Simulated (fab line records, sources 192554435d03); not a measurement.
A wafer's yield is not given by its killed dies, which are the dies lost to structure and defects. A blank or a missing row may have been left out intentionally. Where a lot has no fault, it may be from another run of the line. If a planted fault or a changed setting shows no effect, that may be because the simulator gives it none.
Chamber matching | flow n5 finfet | N5_BEOL_M10_VIA_ETCH_34 on rie diel-02: 4 sister chambers
The step etches SiCOH lowk in C4F6/O2, target depth 184.5 nm, time 69.2 s. 4 wafers are shown with their chamber, then 7 later ones without.

== WAFERS WITH THEIR CHAMBER ==
wafer  | chamber | showerhead plenum p Torr (Torr)
L081.1 | 1       | 2.83
L088.2 | 0       | 2.73
L090.3 | 3       | 2.93
L090.4 | 2       | 2.70

== WAFERS MISSING THEIR CHAMBER ==
wafer  | showerhead plenum p Torr (Torr)
L090.6 | 2.72
L092.3 | 2.72
L092.5 | 2.93
L092.6 | 2.82
L094.3 | 2.71
L094.5 | 2.71
L094.6 | 3.03

== WHICH CHAMBER EACH ONE RAN IN ==
wafer  | from the rows above     | in truth
L090.6 | can't be placed: 0 or 2 | 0
L092.3 | can't be placed: 0 or 2 | 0
L092.5 | 3                       | 3
L092.6 | 1                       | 1
L094.3 | can't be placed: 2 or 0 | 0
L094.5 | can't be placed: 2 or 0 | 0
L094.6 | 3                       | 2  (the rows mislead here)
Correctly placed: 2 of 7. Can't be placed from these rows: 4 (the true chamber is among the candidates in 4). Placed wrongly: 1.
How it was worked out, from the rows above alone: a wafer's distance from a chamber is the root of the sum, over the readings, of the square of ((its reading less the chamber's mean) divided by the reading's scatter). If the next closest chamber is less than 2 further off than the closest, the wafer can't be placed; otherwise it belongs to the closest. Each chamber's mean is taken over the wafers shown for it. The scatter: with one shown wafer a chamber, the root of the mean of the squares of how far each hidden wafer lies from its nearest shown one.
